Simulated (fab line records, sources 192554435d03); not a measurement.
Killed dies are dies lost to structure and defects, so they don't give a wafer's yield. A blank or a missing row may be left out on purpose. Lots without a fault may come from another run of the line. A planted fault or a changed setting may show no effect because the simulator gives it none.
Which tool did it? | flow n5_finfet | 9 lots, 27 wafers sampled, at 6 steps of a route of 1938

WHAT THE GAUGES READ, wafer by wafer
N5_MOL_CONTACT_COAG_INSPECT_97: inspects for defects (darkfield).
lot  | measured     | on                | raw_defect_count
L252 | day 5 14:29  | defect_inspect-02 | 80 48 48
L254 | day 6 01:38  | defect_inspect-01 | 35 41 22
L260 | day 7 14:28  | defect_inspect-01 | 39 39 33
L264 | day 8 12:19  | defect_inspect-01 | 31 61 39
L266 | day 9 08:44  | defect_inspect-02 | 25 21 59
L269 | day 10 11:11 | defect_inspect-02 | 82 55 43
L271 | day 10 14:14 | defect_inspect-02 | 22 29 27
L272 | day 10 17:26 | defect_inspect-01 | 62 67 43
L274 | day 11 01:23 | defect_inspect-02 | 28 39 47

N5_BEOL_M0_SAQP_CD_MEAS_14: target cd 42.5 nm.
lot  | measured     | on        | cd_nm (nm)
L252 | day 5 16:19  | cd_sem-01 | 42.5 42.0 42.1
L254 | day 6 03:39  | cd_sem-01 | 42.1 42.5 42.5
L260 | day 7 16:17  | cd_sem-01 | 42.6 42.8 38.6
L264 | day 8 14:15  | cd_sem-03 | 42.7 43.2 43.0
L266 | day 9 10:23  | cd_sem-01 | 42.4 42.8 42.7
L269 | day 10 12:26 | cd_sem-02 | 43.1 42.3 41.8
L271 | day 10 15:45 | cd_sem-02 | 43.0 42.9 43.3
L272 | day 10 19:00 | cd_sem-03 | 42.3 42.3 43.2
L274 | day 11 03:18 | cd_sem-03 | 42.4 41.6 42.6

N5_BEOL_M4_RC_MEAS_101.
lot  | measured     | on        | DIBL_N (mV/V)  | DIBL_P (mV/V)  | IOFF_N (nA/um)    | IOFF_P (nA/um) | ION_N (uA/um) | ION_P (uA/um) | SS_N (mV/dec)  | SS_P (mV/dec)  | VT_N (mV)         | VT_P (mV)
L252 | day 7 20:24  | prober-01 | 37.7 36.3 38.5 | 38.5 36.5 39.0 | 0.175 0.146 0.194 | 0.26 0.22 0.27 | 683 676 683   | 474 472 468   | 72.3 71.1 72.0 | 74.0 73.0 74.1 | 251.0 251.9 247.4 | -247 -250 -245
L254 | day 8 17:38  | prober-01 | 36.9 38.4 36.7 | 36.6 37.3 35.5 | 0.154 0.171 0.148 | 0.22 0.22 0.20 | 666 669 670   | 461 461 458   | 72.4 71.9 71.7 | 73.5 74.1 72.9 | 254.4 251.4 253.9 | -251 -252 -252
L260 | day 10 02:59 | prober-02 | 37.6 35.8 35.6 | 38.5 37.4 37.4 | 0.184 0.158 0.165 | 0.24 0.22 0.22 | 698 686 696   | 475 467 477   | 72.1 71.1 71.1 | 73.9 73.5 73.4 | 245.7 250.7 247.4 | -249 -249 -248
L264 | day 11 09:55 | prober-02 | 36.5 35.6 36.6 | 35.8 35.8 36.3 | 0.149 0.133 0.158 | 0.23 0.24 0.24 | 669 668 687   | 466 473 477   | 72.0 71.4 71.9 | 73.0 73.2 73.9 | 250.0 252.2 248.9 | -248 -245 -247
L266 | day 12 11:15 | prober-02 | 37.1 38.5 34.4 | 37.4 39.3 34.7 | 0.173 0.206 0.120 | 0.23 0.26 0.17 | 671 692 666   | 463 472 460   | 72.1 72.1 70.2 | 73.3 73.4 72.3 | 249.0 246.0 255.4 | -249 -246 -254
L269 | day 12 17:14 | prober-01 | 35.9 37.0 38.6 | 35.2 37.2 40.1 | 0.144 0.162 0.212 | 0.20 0.23 0.30 | 699 691 705   | 475 467 488   | 71.7 71.6 72.1 | 73.5 74.1 74.0 | 248.9 248.4 245.7 | -250 -251 -242
L271 | day 13 19:52 | prober-02 | 38.4 37.6 37.1 | 36.8 36.5 35.7 | 0.179 0.163 0.161 | 0.26 0.25 0.22 | 673 666 658   | 468 467 457   | 72.1 72.0 72.8 | 73.3 74.1 73.2 | 249.6 249.4 253.0 | -247 -247 -247
L272 | day 13 14:35 | prober-02 | 35.7 36.8 35.6 | 35.7 38.1 36.5 | 0.158 0.175 0.165 | 0.18 0.23 0.20 | 677 666 677   | 459 457 468   | 71.2 71.6 71.4 | 72.7 73.8 72.8 | 248.8 247.5 248.2 | -254 -250 -251
L274 | day 14 01:01 | prober-01 | 38.4 36.2 36.0 | 38.9 36.3 35.3 | 0.223 0.157 0.158 | 0.30 0.23 0.21 | 690 666 675   | 478 461 461   | 73.0 71.9 71.6 | 74.6 73.7 72.9 | 246.9 252.2 252.8 | -245 -248 -252

WHICH TOOL RAN EACH LOT (tool, then ch and the chambers of the sampled wafers, then the start)
lot  | N5_MOL_CONTACT_COAG_ETCH_48        | N5_BEOL_M0_SAQP_ILD_DEP_01      | N5_BEOL_M0_SAQP_PEB_12
L252 | rie_diel-05 ch 1,2, day 5 08:19    | pecvd-03 ch 0,2, day 5 14:51    | litho_track-02 ch 0, day 5 16:14
L254 | rie_diel-02 ch 1,2, day 5 21:27    | pecvd-03 ch 1,2, day 6 01:59    | litho_track-01 ch 0, day 6 03:35
L260 | rie_diel-05 ch 0,1, day 7 10:04    | pecvd-03 ch 0,1,2, day 7 14:49  | litho_track-02 ch 0, day 7 16:13
L264 | rie_diel-05 ch 0,1,3, day 8 07:47  | pecvd-04 ch 0,2, day 8 12:37    | litho_track-01 ch 0, day 8 14:11
L266 | rie_diel-05 ch 0,1,2, day 9 04:38  | pecvd-02 ch 0,2, day 9 09:04    | litho_track-03 ch 0, day 9 10:19
L269 | rie_diel-02 ch 1,2,3, day 10 07:07 | pecvd-04 ch 0,1, day 10 11:34   | litho_track-01 ch 0, day 10 12:23
L271 | rie_diel-04 ch 0,1, day 10 09:27   | pecvd-03 ch 1,2, day 10 14:33   | litho_track-03 ch 0, day 10 15:41
L272 | rie_diel-04 ch 0,1,3, day 10 13:22 | pecvd-03 ch 0,1,2, day 10 17:48 | litho_track-03 ch 0, day 10 18:56
L274 | rie_diel-02 ch 0,1,3, day 10 20:52 | pecvd-04 ch 0,2, day 11 01:45   | litho_track-02 ch 0, day 11 03:14
- N5_MOL_CONTACT_COAG_ETCH_48: etches SiOC in C4F6/O2, target depth 15 nm, overetch 4.5 nm, time 17 s.
- N5_BEOL_M0_SAQP_ILD_DEP_01: deposits SiOC from DEMS/O2, target thk 45.419 nm, time 8.7 s.
- N5_BEOL_M0_SAQP_PEB_12: peb time 60 s.

WHAT THE TOOLS THEMSELVES READ (means of the sampled wafers that have a number; where no wafer has one, the mark that the record gives instead)
N5_MOL_CONTACT_COAG_ETCH_48.
lot  | tool        | drypump_motor_current_A (A) | oes_product_au (a.u.) | rf_vpp_V (V) | showerhead_plenum_p_Torr (Torr) | throttle_valve_pct (%)
L252 | rie_diel-05 | 5.9                         | 0.73                  | 1580         | 2.83                            | 40.70
L254 | rie_diel-02 | 5.9                         | 0.67                  | 1559         | 2.94                            | 40.01
L260 | rie_diel-05 | 5.7                         | 0.77                  | 1583         | 2.77                            | 40.64
L264 | rie_diel-05 | 5.5                         | 0.75                  | 1586         | 2.85                            | 40.62
L266 | rie_diel-05 | 6.0                         | 0.70                  | 1575         | 2.82                            | 40.65
L269 | rie_diel-02 | 5.7                         | 0.74                  | 1591         | 2.90                            | 40.18
L271 | rie_diel-04 | 5.3                         | 0.70                  | 1618         | 2.84                            | 40.22
L272 | rie_diel-04 | 5.7                         | 0.64                  | 1614         | 2.85                            | 40.37
L274 | rie_diel-02 | 5.6                         | 0.64                  | 1621         | 2.82                            | 40.24

N5_BEOL_M0_SAQP_ILD_DEP_01.
lot  | tool     | heater_power_w (W) | showerhead_plenum_p_Torr (Torr) | throttle_valve_pct (%)
L252 | pecvd-03 | 490                | 5.698                           | 11.3
L254 | pecvd-03 | 459                | 5.690                           | 11.6
L260 | pecvd-03 | 496                | 5.682                           | 11.5
L264 | pecvd-04 | 491                | 5.700                           | 12.4
L266 | pecvd-02 | 460                | 5.687                           | 12.2
L269 | pecvd-04 | 491                | 5.681                           | 12.3
L271 | pecvd-03 | 463                | 5.695                           | 11.4
L272 | pecvd-03 | 467                | 5.682                           | 11.6
L274 | pecvd-04 | 446                | 5.697                           | 12.1

THE ANSWER, worked out from the rows above alone
Rule: what is usual is taken from the lots themselves. Put in order of their means at a reading, lots are off if they are a third of the lots or fewer, leave a main group of 4 or more, and stand apart from it by a gap of 3 or more times the standard deviation of the main group's means; of several such gaps the widest counts. A main group whose means are all the same, to the digits that the tables above print for the reading, isn't used. A lot without any number at a reading at which 4 lots or more have one is off too. The other lots that the step has rows for count as sound. The gauges are gone through in route order, then the tools' own readings, and for those a lot's mean is taken as printed above. The first step at which some lot is off is used, and at that step the reading that is off furthest; a lot without a number counts as furthest.
No lot is off at any reading shown: from this, nothing can be told.

WHAT THE SIMULATOR HAD PUT IN
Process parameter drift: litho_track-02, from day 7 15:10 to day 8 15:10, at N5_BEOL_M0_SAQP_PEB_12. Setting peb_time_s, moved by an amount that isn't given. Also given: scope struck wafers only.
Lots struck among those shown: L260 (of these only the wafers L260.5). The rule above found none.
